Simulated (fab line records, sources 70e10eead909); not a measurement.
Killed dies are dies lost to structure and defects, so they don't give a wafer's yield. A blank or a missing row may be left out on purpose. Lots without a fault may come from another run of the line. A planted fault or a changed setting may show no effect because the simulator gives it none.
Chamber matching | flow nand_harc | NHARC_P_GATE_DESCUM_93 on rie_diel-10: 4 sister chambers
The step chemistry O2, time 3 s. 4 wafers are shown with their chamber, then 10 later ones without.

WAFERS WITH THEIR CHAMBER
wafer  | chamber | drypump_motor_current_A (A)
L090.3 | 1       | 5.4
L091.5 | 3       | 5.8
L093.1 | 0       | 5.7
L093.3 | 2       | 5.0

WAFERS WITHOUT THEIR CHAMBER
wafer  | drypump_motor_current_A (A)
L093.4 | 5.4
L094.1 | 5.8
L094.3 | 5.1
L094.4 | 5.4
L095.1 | 5.7
L095.2 | 5.4
L095.3 | 5.8
L097.1 | 5.8
L097.3 | 5.0
L097.5 | 5.0

WHICH CHAMBER EACH WENT THROUGH
wafer  | from the rows above | in truth
L093.4 | 1                   | 1
L094.1 | 3                   | 3
L094.3 | 2                   | 2
L094.4 | 1                   | 1
L095.1 | 0                   | 0
L095.2 | 1                   | 1
L095.3 | 3                   | 3
L097.1 | 3                   | 3
L097.3 | 2                   | 2
L097.5 | 2                   | 2
Placed correctly: 10 of 10. Can't be placed from these rows: 0. Placed wrongly: 0.
How it was worked out, from the rows above alone: a wafer's distance from a chamber is the root of the sum, over the readings, of the square of ((its reading less the chamber's mean) divided by the reading's scatter). The wafer belongs to the nearest chamber; if the next one is less than 2 further off, it can't be placed. A chamber's mean is the mean of its shown wafers. The scatter: with one shown wafer a chamber, the root of the mean of the squares of how far each hidden wafer lies from its nearest shown one.
